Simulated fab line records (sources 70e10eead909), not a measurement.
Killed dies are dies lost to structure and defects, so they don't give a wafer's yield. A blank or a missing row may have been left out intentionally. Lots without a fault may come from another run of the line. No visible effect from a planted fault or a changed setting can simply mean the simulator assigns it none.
Struck lot and sound lot, side by side + flow nandHarc + 14 out of 1302 route steps
Sound: these wafers, L591.1, L591.2, L591.4. Struck: wafers L610.3, L610.5, L610.6. The cause comes at the end.
Order at every step that has rows: each side's tool, ch and its chambers, its first start. Under that, the readings that differ: sound wafers + struck wafers + difference of the means + sigmas: that difference in standard deviations of wafers without a fault.
alike: words and numbers the same on both sides, and readings whose means are apart by under 2 such deviations; not compared: readings that were withheld, readings missing a value for some wafer, numbers with overlapping values and no deviation given by the record, and bounds like >300 which may hide the same value.
Wherever a step has rows on one side only, a row that says differs or no value, or a row with sigmas, the two part there. Non-overlapping numbers with no deviation appear without sigmas and do not part them. A reading missing from all wafers of one side parts the sides only when that side holds two or more wafers.

NHARC_A_BLC_OVL_MEAS_11:
  struck on overlay-02, day 30 21:11; sound on overlay-02, day 23 21:52
  alike: overlayXNm, overlayYNm
NHARC_A_BLC_INSPECT_12:
  struck on defectInspect-01, day 30 21:13; sound on defectInspect-02, day 23 21:55
| reading        | sound      | struck   | difference | sigmas |
|----------------|------------|----------|------------|--------|
| rawDefectCount | 91 103 102 | 24 20 21 | -77        | -2     |
NHARC_A_BLC_DESCUM_15: chemistry O2, time 3 s.
  sound on rieDiel-02 ch 1,2,3, day 23 21:58; struck on rieDiel-06 ch 1,2,3, day 30 21:19
  alike: drypumpMotorCurrentA, oesProductAu, rfVppV, showerheadPlenumPTorr, throttleValvePct
  not compared: rfHoursCounterH
NHARC_A_BLC_ETCH_16: etches the open film in CF4, target depth 39 nm, time 65 s.
  sound on rieDiel-02 ch 0,1,2, day 23 22:03; struck on rieDiel-06 ch 0,3, day 30 21:22
| reading             | sound             | struck            | difference | sigmas |
|---------------------|-------------------|-------------------|------------|--------|
| oesProductAu (a.u.) | 0.999 1.002 1.005 | 0.981 0.986 0.982 | -0.019     | -2     |
  alike: biasW, drypumpMotorCurrentA, rfVppV, showerheadPlenumPTorr, throttleValvePct
  not compared: rfHoursCounterH
then, 1 step without rows for these wafers: NHARC_A_BLC_ETCH_17 (etches the open film in N2/H2, target depth 390 nm, time 609.38 s).
NHARC_A_BLC_ETCH_18: etches the open film in C4F8/O2/Ar, target depth 910 nm.
  sound on rieDiel-02 ch 0,1,2; struck on rieDiel-06 ch 1,2
| reading             | sound             | struck            | difference | sigmas |
|---------------------|-------------------|-------------------|------------|--------|
| oesProductAu (a.u.) | 0.928 0.924 0.918 | 0.978 0.964 0.962 | +0.045     | +2     |
  alike: biasW, rfVppV
  not compared: rfHoursCounterH
NHARC_A_BLC_CD_MEAS_19:
  struck on cdSem-01, day 30 22:15; sound on cdSem-03, day 23 22:56
  alike: cdNm
NHARC_A_BLC_STRIP_29: strips in CF4.
  sound on rieDiel-01 ch 0,1,2, day 23 23:01; struck on rieDiel-06 ch 0,1,2, day 30 22:20
| reading             | sound             | struck            | difference | sigmas |
|---------------------|-------------------|-------------------|------------|--------|
| oesProductAu (a.u.) | 0.997 1.020 1.014 | 0.991 0.988 0.990 | -0.021     | -2     |
  alike: drypumpMotorCurrentA, rfVppV, showerheadPlenumPTorr, throttleValvePct
  not compared: rfHoursCounterH
then, 2 steps without rows for these wafers: NHARC_A_BLC_STRIP_21 (strips in O2); NHARC_A_BLC_STRIP_22 (strips in post etch residue remover, time 600 s).
NHARC_A_BLC_DEGAS_30: time 60 s.
  struck on pvdSputter-01, day 30 22:52; sound on pvdSputter-02, day 23 23:33
  alike: heaterPowerW
then, 1 step without rows for these wafers: NHARC_A_BLC_PRE_CLEAN_31 (time 15 s).
NHARC_A_BLC_PVD_32: deposits Ti, target thk 5 nm, time 17.7 s.
  struck on pvdSputter-01, day 30 22:59; sound on pvdSputter-02, day 23 23:41
  no value came back on the struck wafers for cathodeDcPowerW (W), chamberPressurePa (Pa), throttleValvePct (%); on the sound wafers cathodeDcPowerW (W) reads 4998.9 4997.7 5000.4
then, 1 step without rows for these wafers: NHARC_A_BLC_ALD_23 (deposits TiN, target thk 3 nm, pulse time 1 s, ald cycles 150).

## WHERE THEY PART
Last at NHARC_A_BLC_PVD_32 as far as this record goes, first at NHARC_A_BLC_INSPECT_12.

WHY: what the simulator had put in
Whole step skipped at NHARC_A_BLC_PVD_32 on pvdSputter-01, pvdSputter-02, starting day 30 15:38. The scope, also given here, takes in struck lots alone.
